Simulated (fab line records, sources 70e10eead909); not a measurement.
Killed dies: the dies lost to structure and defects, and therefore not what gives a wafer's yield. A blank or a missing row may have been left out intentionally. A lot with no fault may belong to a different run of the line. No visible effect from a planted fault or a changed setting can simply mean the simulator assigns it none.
Matching of chambers | flow nand harc | NHARC_A_WL_FILL_ALD_10 on ald hk-03 has 4 sister chambers
The step deposits SiO2, target thk 50 nm, pulse time 10 s, ald cycles 500. 4 wafers are shown with their chamber, then 11 later ones without.

== EACH WAFER AND ITS CHAMBER ==
wafer  | chamber | heater power w (W)
L086.2 | 0       | 439
L085.2 | 3       | 494
L085.1 | 1       | 510
L091.2 | 2       | 432

== WAFERS WHOSE CHAMBER IS MISSING ==
wafer  | heater power w (W)
L091.3 | 504
L091.6 | 492
L088.3 | 459
L088.4 | 505
L088.6 | 503
L090.2 | 448
L090.1 | 438
L090.6 | 503
L095.2 | 515
L095.3 | 450
L095.4 | 431

== EACH ONE'S CHAMBER ==
wafer  | from the rows above          | in truth
L091.3 | can't be placed: 1 or 3      | 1
L091.6 | can't be placed: 3 or 1      | 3
L088.3 | can't be placed: 0 or 2 or 3 | 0
L088.4 | can't be placed: 1 or 3      | 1
L088.6 | can't be placed: 1 or 3      | 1
L090.2 | can't be placed: 0 or 2      | 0
L090.1 | can't be placed: 0 or 2      | 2
L090.6 | can't be placed: 1 or 3      | 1
L095.2 | can't be placed: 1 or 3      | 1
L095.3 | can't be placed: 0 or 2      | 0
L095.4 | can't be placed: 2 or 0      | 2
Correctly placed: 0 of 11. Can't be placed from these rows: 11 (the true chamber is among the candidates in 11). Wrongly placed: 0.
How it was worked out, from the rows above alone: a wafer's distance from a chamber is the root of the sum, over the readings, of the square of ((its reading less the chamber's mean) divided by the reading's scatter). The wafer belongs to the nearest chamber; if the next one is less than 2 further off, it can't be placed. A chamber's mean is the mean of its shown wafers. The scatter (one wafer shown for each chamber): square how far every hidden wafer sits from the nearest shown wafer, average those squares and take the square root.
